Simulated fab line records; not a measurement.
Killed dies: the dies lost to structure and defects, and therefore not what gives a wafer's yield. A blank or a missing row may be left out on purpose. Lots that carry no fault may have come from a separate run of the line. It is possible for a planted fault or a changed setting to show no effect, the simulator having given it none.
Which tool is to blame? -- flow n5_finfet -- 36 wafers from 12 lots sampled at 5 of the route's 1938 steps

== WHAT EACH GAUGE READ, for each wafer ==
N5_BEOL_M2_OVL_MEAS_12. Usual: M2_OVL gives 0.2 nm (standard deviation 0.69).
lot,measured,on,M2_OVL (nm),flag
L502,day 7 16:26,overlay-01,-0.2 -0.4 0.8,
L504,day 7 23:26,overlay-01,0.4 -0.4 -1.1,
L503,day 8 03:20,overlay-02,1.4 1.5 0.5,
L506,day 8 17:36,overlay-02,1.0 1.4 0.5,
L508,day 9 01:51,overlay-01,-0.1 -0.6 -1.3,
L509,day 9 12:59,overlay-02,1.1 0.1 -0.8,
L510,day 9 14:25,overlay-01,-0.6 -0.5 -0.4,
L511,day 9 17:46,overlay-02,0.2 0.0 0.2,
L512,day 10 16:20,overlay-02,-0.4 -0.4 -0.6,
L514,day 10 17:32,overlay-01,0.3 1.2 1.2,
L517,day 11 02:22,overlay-02,0.4 0.3 0.3,
L521,day 12 08:41,overlay-01,0.7 -0.1 0.0,

N5_BEOL_M4_RC_MEAS_101. Usual: DIBL_N 36.5 mV/V, standard deviation 1.4; DIBL_P 36.9 mV/V, standard deviation 1.7; IOFF_N 0.163 nA/um, standard deviation 0.023; IOFF_P 0.22 nA/um, standard deviation 0.032; ION_N 673 uA/um, standard deviation 9; ION_P 462 uA/um, standard deviation 7.5; SS_N 71.6 mV/dec, standard deviation 0.54; SS_P 73.4 mV/dec, standard deviation 0.62; VT_N 249.8 mV, standard deviation 2.8; VT_P -250 mV, standard deviation 3.5.
lot,measured,on,DIBL_N (mV/V),DIBL_P (mV/V),IOFF_N (nA/um),IOFF_P (nA/um),ION_N (uA/um),ION_P (uA/um),SS_N (mV/dec),SS_P (mV/dec),VT_N (mV),VT_P (mV),flag
L502,day 8 20:10,prober-01,37.6 37.0 36.0,36.9 35.2 35.0,0.182 0.159 0.147,0.29 0.25 0.25,679 663 675,470 466 472,71.9 72.1 71.5,72.8 73.0 72.7,247.3 249.2 251.0,-242 -245 -243,
L504,day 9 05:38,prober-01,35.7 37.9 37.6,35.3 38.6 37.6,0.135 0.182 0.172,0.19 0.24 0.22,663 680 689,459 464 470,71.3 71.5 71.0,73.8 74.6 74.1,253.6 247.2 249.3,-253 -248 -251,
L503,day 9 18:32,prober-02,37.1 38.0 38.9,37.7 39.2 40.3,0.158 0.177 0.197,0.21 0.23 0.26,673 682 686,458 465 460,71.7 71.6 72.0,73.4 73.7 74.4,250.3 247.7 247.2,-253 -250 -249,
L506,day 9 21:07,prober-01,36.0 35.8 36.5,37.5 37.3 37.8,0.176 0.174 0.187,0.25 0.25 0.27,676 672 679,468 469 469,71.8 71.7 73.1,74.1 74.3 73.4,248.6 246.6 249.4,-244 -248 -246,
L508,day 10 17:21,prober-02,36.8 34.4 36.3,36.6 33.9 36.0,0.161 0.132 0.153,0.23 0.19 0.23,678 672 672,466 465 460,71.1 70.5 71.6,73.2 72.3 73.4,252.8 252.3 251.1,-248 -247 -249,
L509,day 11 06:55,prober-02,37.1 36.3 36.3,38.5 37.9 36.7,0.184 0.174 0.162,0.22 0.21 0.20,680 664 667,458 456 450,71.3 72.3 72.1,74.1 73.2 73.7,245.7 247.0 249.6,-253 -251 -253,
L510,day 11 05:37,prober-02,37.6 35.4 36.4,38.3 34.8 36.9,0.190 0.134 0.165,0.26 0.19 0.23,675 655 686,466 447 467,71.9 70.7 71.2,73.5 72.7 73.6,247.7 255.9 248.5,-248 -253 -251,
L511,day 11 10:47,prober-02,37.1 38.6 38.2,35.0 37.5 36.8,0.147 0.184 0.174,0.18 0.22 0.20,663 675 683,447 455 454,71.5 71.8 71.9,73.0 74.8 73.5,250.5 249.4 248.8,-255 -252 -253,
L512,day 11 18:47,prober-02,36.8 38.4 37.9,37.7 39.3 38.4,0.165 0.190 0.181,0.23 0.27 0.25,676 678 676,463 470 468,71.1 71.7 71.4,74.2 73.5 73.5,250.1 249.8 249.2,-249 -246 -249,
L514,day 12 08:54,prober-02,38.2 35.8 35.6,39.0 36.5 35.4,0.202 0.160 0.148,0.26 0.21 0.19,680 660 676,470 454 460,71.1 71.4 71.3,73.4 72.9 73.3,245.6 248.4 250.4,-246 -249 -252,
L517,day 12 13:56,prober-01,33.6 35.3 33.0,35.0 36.8 34.3,0.123 0.146 0.114,0.19 0.21 0.18,658 678 657,461 464 461,70.9 71.4 71.1,72.6 73.4 73.1,255.1 253.1 255.0,-251 -252 -256,
L521,day 13 15:49,prober-02,37.3 38.3 37.7,36.0 37.0 35.6,0.184 0.213 0.183,0.25 0.29 0.25,675 673 673,464 460 462,71.8 71.7 72.7,73.7 74.9 74.1,246.7 245.4 249.9,-246 -246 -247,

== TOOL THAT RAN EACH LOT (tool first, then ch and the chambers of the sampled wafers, then the start) ==
lot,N5_BEOL_M1_ANNEAL_91,N5_BEOL_M1_CO_CAP_55,N5_BEOL_M2_EXPOSE_08
L502,"pvd_sputter-01, day 7 10:19","cvd_co-01 ch 0,1,2, day 7 11:45","euv_scanner-01 ch 0, day 7 16:16"
L504,"pvd_sputter-01, day 7 18:50","cvd_co-01 ch 1,2, day 7 20:21","euv_scanner-02 ch 0, day 7 23:17"
L503,"pvd_sputter-03, day 7 23:28","cvd_co-02 ch 0,1,2, day 8 00:55","euv_scanner-01 ch 0, day 8 03:10"
L506,"pvd_sputter-01, day 8 14:06","cvd_co-01 ch 0,1,2, day 8 15:32","euv_scanner-02 ch 0, day 8 17:26"
L508,"pvd_sputter-02, day 8 21:11","cvd_co-02 ch 0,1,2, day 8 22:37","euv_scanner-01 ch 0, day 9 01:41"
L509,"pvd_sputter-02, day 9 08:56","cvd_co-02 ch 0,1, day 9 10:24","euv_scanner-01 ch 0, day 9 12:49"
L510,"pvd_sputter-02, day 9 11:46","cvd_co-01 ch 0,1, day 9 13:13","euv_scanner-01 ch 0, day 9 14:16"
L511,"pvd_sputter-01, day 9 15:09","cvd_co-02 ch 1,2, day 9 16:37","euv_scanner-01 ch 0, day 9 17:37"
L512,"pvd_sputter-01, day 10 11:49","cvd_co-02 ch 0,2, day 10 13:16","euv_scanner-01 ch 0, day 10 16:11"
L514,"pvd_sputter-02, day 10 14:40","cvd_co-02 ch 0,2, day 10 16:07","euv_scanner-02 ch 0, day 10 17:22"
L517,"pvd_sputter-01, day 10 23:34","cvd_co-01 ch 0,1,2, day 11 01:01","euv_scanner-02 ch 0, day 11 02:12"
L521,"pvd_sputter-02, day 12 05:23","cvd_co-01 ch 1,2, day 12 06:55","euv_scanner-02 ch 0, day 12 08:31"
- N5_BEOL_M1_ANNEAL_91: time 240 s.
- N5_BEOL_M1_CO_CAP_55: material Co, precursor CCTBA/H2, target thk 2 nm, time 102.1 s.
- N5_BEOL_M2_EXPOSE_08: exposes mask M2.

== AS READ BY THE TOOLS THEMSELVES (means over the sampled wafers that have a number; for cases with no such wafer, the mark the record gives instead) ==
N5_BEOL_M1_ANNEAL_91. Usual: heater_power_w reads 824 W (standard deviation 81).
lot,tool,heater_power_w (W),flag
L502,pvd_sputter-01,801,
L504,pvd_sputter-01,826,
L503,pvd_sputter-03,900,
L506,pvd_sputter-01,810,
L508,pvd_sputter-02,751,
L509,pvd_sputter-02,843,
L510,pvd_sputter-02,835,
L511,pvd_sputter-01,827,
L512,pvd_sputter-01,780,
L514,pvd_sputter-02,771,
L517,pvd_sputter-01,825,
L521,pvd_sputter-02,820,

N5_BEOL_M1_CO_CAP_55. Usual: heater_power_w reads 253 W (standard deviation 27).
lot,tool,heater_power_w (W),flag
L502,cvd_co-01,226,
L504,cvd_co-01,238,
L503,cvd_co-02,271,
L506,cvd_co-01,227,
L508,cvd_co-02,273,
L509,cvd_co-02,262,
L510,cvd_co-01,229,
L511,cvd_co-02,270,
L512,cvd_co-02,290,
L514,cvd_co-02,287,
L517,cvd_co-01,230,
L521,cvd_co-01,237,

N5_BEOL_M2_EXPOSE_08. Usual: exposure_dose_mJ_cm2 reads 41.22 (standard deviation 0.057).
lot,tool,exposure_dose_mJ_cm2,flag
L502,euv_scanner-01,41.30,
L504,euv_scanner-02,41.15,
L503,euv_scanner-01,41.21,
L506,euv_scanner-02,41.18,
L508,euv_scanner-01,41.29,
L509,euv_scanner-01,43.20,OFF
L510,euv_scanner-01,42.74,OFF
L511,euv_scanner-01,42.45,OFF
L512,euv_scanner-01,42.19,OFF
L514,euv_scanner-02,41.15,
L517,euv_scanner-02,41.17,
L521,euv_scanner-02,41.22,

== THE ANSWER, worked out from the rows above alone ==
Rule: lot off if the mean of its wafers having a number is beyond 3 standard deviations from the usual mean. Also off: a lot with no number at a reading for which 4 or more lots have one. The other lots that the step has rows for count as sound. After the gauges, taken in route order, come the tools' own readings; for these a lot's mean is taken, as printed above. At the first step where some lot is off, the reading lying furthest off is the one used; lots without a number count as furthest.
Off: L509, L510, L511, L512, at N5_BEOL_M2_EXPOSE_08 (exposure_dose_mJ_cm2).
A tool fits if, at that step or a process step before it, it ran every lot that is off, and no sound lot after the first of them. One fits: N5_BEOL_M2_EXPOSE_08 on euv_scanner-01. A fault onset in the window from L508 (day 9 01:41, its last sound lot) to L509 (day 9 12:49, its first lot off) fits.
On the lots that are off, the tool's own readings at N5_BEOL_M2_EXPOSE_08 differ by more than 5 times the standard deviation of the sound lots' means, which bears it out; exposure_dose_mJ_cm2 reads 42.65 there versus 41.21 on the sound lots.

== WHAT HAD BEEN PUT IN BY THE SIMULATOR ==
Process parameter drift: euv_scanner-01, from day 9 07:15 on, at N5_BEOL_M2_EXPOSE_08. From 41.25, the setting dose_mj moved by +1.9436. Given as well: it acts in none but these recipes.
Struck lots among those shown: L509, L510, L511, L512. The rule given above showed the same thing.
